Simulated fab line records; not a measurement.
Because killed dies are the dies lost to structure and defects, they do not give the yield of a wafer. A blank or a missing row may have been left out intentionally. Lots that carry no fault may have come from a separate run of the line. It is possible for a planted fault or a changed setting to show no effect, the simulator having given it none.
Chamber matching ; flow n5_finfet ; N5_MOL_CONTACT_COAG_CMP_28 on cmp-04 has 4 sister chambers
The step polishes, stops on SiNx, t overpolish 0.85 s, target thk 14.522 nm. 7 wafers are shown with their chamber, then 7 later ones without.

EACH WAFER AND ITS CHAMBER
wafer;chamber;motor_current_A (A);edge_zone_pressure_frac
L082.2;1;12.0;0.998
L082.4;0;12.1;0.997
L084.3;3;12.5;1.003
L084.4;2;11.8;0.993
L084.5;1;11.9;1.001
L091.1;3;12.4;1.000
L091.3;2;12.4;0.997

WAFERS MISSING THEIR CHAMBER
wafer;motor_current_A (A);edge_zone_pressure_frac
L091.4;12.6;1.002
L094.1;11.9;1.007
L094.4;12.6;0.993
L094.6;12.6;1.003
L095.1;12.5;0.999
L095.3;11.7;0.999
L095.4;12.8;1.003

THE CHAMBER EACH PASSED THROUGH
wafer;from the rows above;in truth
L091.4;3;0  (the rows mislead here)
L094.1;can't be placed: 1 or 3 or 0 or 2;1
L094.4;can't be placed: 2 or 0 or 3 or 1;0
L094.6;3;3
L095.1;can't be placed: 3 or 0 or 1 or 2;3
L095.3;can't be placed: 1 or 0 or 2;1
L095.4;3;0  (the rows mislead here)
Correctly placed: 1 of 7. These rows do not allow placing 4 (true chamber among the candidates in 4). Wrongly placed: 2.
How it was worked out, from the rows above alone: a wafer's distance from a chamber is the root of the sum, over the readings, of the square of ((its reading less the chamber's mean) divided by the reading's scatter). If the next closest chamber is less than 2 further off than the closest, the wafer can't be placed; otherwise it belongs to the closest. The mean given for a chamber averages the wafers shown for that chamber. The scatter: take each reading less its chamber's mean, square it, sum over the shown wafers, divide by the number of wafers less the number of chambers, and take the root.
